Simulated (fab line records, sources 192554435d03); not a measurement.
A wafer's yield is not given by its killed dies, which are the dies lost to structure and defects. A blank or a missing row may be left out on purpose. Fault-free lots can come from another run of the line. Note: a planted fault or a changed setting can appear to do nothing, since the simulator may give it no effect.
Chamber matching | flow n5Finfet | N5_BEOL_M1_ALD_98 on aldSin-02: 4 sister chambers
The step deposits SiO2, target thk 2.5 nm, pulse time 1 s, co reactant pulse time 1 s. 14 wafers are shown with their chamber, then 7 later ones without.

== WAFERS, EACH WITH ITS CHAMBER ==
wafer  | chamber | heaterPowerW (W) | precursorPulseHeightRel | susceptorTempC (C)
L080.1 | 1       | 81               | 0.987                   | 99.82
L080.4 | 0       | 70               | 0.976                   | 99.91
L080.5 | 3       | 74               | 0.995                   | 100.04
L079.1 | 3       | 76               | 1.001                   | 100.10
L079.3 | 2       | 79               | 1.002                   | 100.02
L079.5 | 1       | 81               | 1.017                   | 100.03
L083.3 | 2       | 81               | 1.032                   | 99.93
L083.5 | 1       | 83               | 1.011                   | 100.15
L083.6 | 0       | 72               | 1.003                   | 100.05
L085.2 | 0       | 72               | 1.006                   | 100.09
L085.3 | 3       | 74               | 0.986                   | 99.88
L085.5 | 2       | 81               | 1.025                   | 99.91
L086.2 | 0       | 71               | 1.005                   | 100.00
L086.3 | 3       | 76               | 0.991                   | 99.99

SIGNATURES (averages over the wafers above)
reading                 | chamber 0 | chamber 1 | chamber 2 | chamber 3 | scatter within a chamber
heaterPowerW            | 71.25     | 81.67     | 80.33     | 75.00     | 1.1
precursorPulseHeightRel | 0.99750   | 1.00500   | 1.01967   | 0.99325   | 0.0132
susceptorTempC          | 100.0125  | 100.0000  | 99.9533   | 100.0025  | 0.103
Rule: for each reading, subtract the chamber's mean from the wafer's reading, divide by that reading's scatter and square the result; add these up over the readings and take the root, which gives the wafer's distance from the chamber. The wafer belongs to the nearest chamber; if the next one is less than 2 further off, it can't be placed. The scatter: take each reading less its chamber's mean, square it, sum over the shown wafers, divide by the number of wafers less the number of chambers, and take the root.

== WAFERS WITHOUT THEIR CHAMBER ==
wafer  | heaterPowerW (W) | precursorPulseHeightRel | susceptorTempC (C)
L086.6 | 76               | 1.027                   | 100.02
L091.1 | 82               | 0.991                   | 99.80
L091.4 | 82               | 1.014                   | 99.59
L091.5 | 74               | 0.985                   | 99.87
L097.2 | 81               | 0.994                   | 100.10
L097.3 | 74               | 0.996                   | 99.95
L097.6 | 76               | 1.008                   | 100.05

== CHAMBER TAKEN BY EACH ==
wafer  | from the rows above     | in truth
L086.6 | can't be placed: 3 or 2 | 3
L091.1 | can't be placed: 1 or 2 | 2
L091.4 | can't be placed: 2 or 1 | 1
L091.5 | can't be placed: 3 or 0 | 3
L097.2 | can't be placed: 1 or 2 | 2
L097.3 | can't be placed: 3 or 0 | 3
L097.6 | 3                       | 3
Correct placement for 1 of the 7. Cannot be placed on the basis of these rows: 6; the candidates contain the true chamber in 6. Wrongly placed: 0.
